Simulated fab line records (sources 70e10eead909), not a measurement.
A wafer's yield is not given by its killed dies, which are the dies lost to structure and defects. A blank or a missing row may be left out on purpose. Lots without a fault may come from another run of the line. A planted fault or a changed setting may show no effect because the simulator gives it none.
Problem report, 8D (eight disciplines) form, completed by code || flow nand harc || the parts of the form that need people (team, actions taken, sign-off) are left out

1. THE ISSUE
Wafers without a fault read 100.2 nm, standard deviation 0.47; cd nm at NHARC_A_BLC_CD_MEAS_10 reads a mean of 89.8 nm on 6 wafers belonging to 2 lots. Relative to the usual mean, that is a shift of -22 standard deviations.
The step: target cd 100 nm.
First seen on wafer L362.1, day 21 17:08, on cd sem-02. The record has a number at this step for 30 wafers belonging to 10 lots. Rule for "out", or "out of limits": more than 4 standard deviations from the usual mean. The other wafers with a number count as sound.

2. WHAT IT IS; WHAT IT IS NOT
{"question": "which readings at this step", "is": "cd nm", "is not": "-"}
{"question": "which lots", "is": "L362, L365", "is not": "L345, L348, L349, L352, L356, L359, L360, L363"}
{"question": "which wafers of those lots", "is": "all that have a number", "is not": "-"}
{"question": "read on which gauges", "is": "cd sem-02, cd sem-03", "is not": "cd sem-01"}
{"question": "when", "is": "from day 21 17:08", "is not": "up to then (21 sound wafers); but 3 sound wafers of L363 came after"}

3. THE SUSPECTS, EACH WITH WHAT RULES IT OUT
Counting: any tool at a process step up to the reading is kept as a suspect provided that every lot that is out went through it and no sound lot did after the first of them.
- ruled out: the gauge at NHARC_A_BLC_CD_MEAS_10. 2 gauges (cd sem-02, cd sem-03) read the wafers that are out.
- rie diel-08 at NHARC_A_CONTACT_STRIP_26 (strips in O2): ruled out as a lasting fault. Sound lots L363 ran on it after its first lot that is out, L362 (day 21 17:04). With no start given for some of its lots, NHARC_A_CONTACT_STRIP_26 uses the hours and lot order of NHARC_A_BLC_PEB_08.
- litho track-01 at NHARC_A_BLC_PEB_08 (peb time 65 s): kept. Every lot that is out went through it, starting with L362 (day 21 17:04), and after that it ran no sound lot; the last sound lot it ran before then is L360 (day 21 14:53). Its own readings are out on those wafers: heater power total W, plate temp C.
After counting, what remains is litho track-01 at NHARC_A_BLC_PEB_08.

4. THE CAUSE (what the simulator had put in)
Drift in process parameters on litho track-01 at NHARC_A_BLC_PEB_08, starting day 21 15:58. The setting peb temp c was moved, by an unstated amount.
The count eliminated every tool but this one.

5. THE EFFECT CHAIN, in route order
Rows list readings where the struck wafers' mean (over those with a number) sits beyond 3 standard deviations from the usual. Readings are gone through only where the record gives a usual standard deviation; hours: the median, over the lots, of the time from a lot's start at the first step in this table giving one to that lot's start at this step; sigmas: the change measured in usual standard deviations.
{"hours": 0, "step": "NHARC_A_BLC_PEB_08", "reading": "heater power total W", "usual": "156.6 W", "on struck wafers": 150.9, "change": -5.7, "sigmas": -13}
{"hours": 0, "step": "NHARC_A_BLC_PEB_08", "reading": "plate temp C", "usual": "100.02 C", "on struck wafers": 97.28, "change": -2.74, "sigmas": -25}
{"hours": 0, "step": "NHARC_A_BLC_CD_MEAS_10", "reading": "cd nm", "usual": "100.2 nm", "on struck wafers": 89.8, "change": -10.4, "sigmas": -22}
{"hours": 1, "step": "NHARC_A_BLC_CD_MEAS_19", "reading": "cd nm", "usual": "98.9 nm", "on struck wafers": 87.5, "change": -11.4, "sigmas": -4.7}
It contains these process steps:
- NHARC_A_BLC_PEB_08: peb time 65 s.
Later steps that measure or inspect, where all struck wafers having a row at the step show a number for every such reading and not one has moved that far: NHARC_END_SORT_01.

6. WHAT WOULD HAVE CAUGHT IT SOONER
In this record the first reading out of limits at a measuring or inspecting step was taken at day 21 17:08, 1 hour after the fault began at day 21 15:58.
The tool's own readings at NHARC_A_BLC_PEB_08 were out on every struck wafer that the step has a row for (heater power total W, plate temp C): an alarm limit on them would have fired on the first of those.
Of the lots that are out (2), L365 began NHARC_A_BLC_PEB_08 on litho track-01 after day 21 17:08. It would have been spared by a hold on the tool at that moment.
